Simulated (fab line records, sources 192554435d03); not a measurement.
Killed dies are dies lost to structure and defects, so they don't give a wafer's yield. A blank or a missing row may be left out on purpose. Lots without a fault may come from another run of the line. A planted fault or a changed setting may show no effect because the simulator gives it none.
Chamber matching | flow n5_finfet | N5_HKMG_FIN_DESCUM_17 on rie_diel-01: 4 sister chambers
The step chemistry O2, time 7.9 s. 4 wafers are shown with their chamber, then 7 later ones without.

WAFERS WITH THEIR CHAMBER
wafer  | chamber | throttle_valve_pct (%)
L083.3 | 3       | 20.58
L083.6 | 1       | 20.86
L087.2 | 0       | 20.15
L087.3 | 2       | 20.39

WAFERS WITHOUT THEIR CHAMBER
wafer  | throttle_valve_pct (%)
L087.4 | 20.88
L088.3 | 20.60
L088.4 | 20.88
L088.6 | 20.58
L092.1 | 20.41
L092.2 | 20.87
L092.3 | 20.59

WHICH CHAMBER EACH WENT THROUGH
wafer  | from the rows above | in truth
L087.4 | 1                   | 1
L088.3 | 3                   | 3
L088.4 | 1                   | 1
L088.6 | 3                   | 3
L092.1 | 2                   | 2
L092.2 | 1                   | 1
L092.3 | 3                   | 3
Placed correctly: 7 of 7. Can't be placed from these rows: 0. Placed wrongly: 0.
How it was worked out, from the rows above alone: a wafer's distance from a chamber is the root of the sum, over the readings, of the square of ((its reading less the chamber's mean) divided by the reading's scatter). The wafer belongs to the nearest chamber; if the next one is less than 2 further off, it can't be placed. A chamber's mean is the mean of its shown wafers. The scatter: with one shown wafer a chamber, the root of the mean of the squares of how far each hidden wafer lies from its nearest shown one.
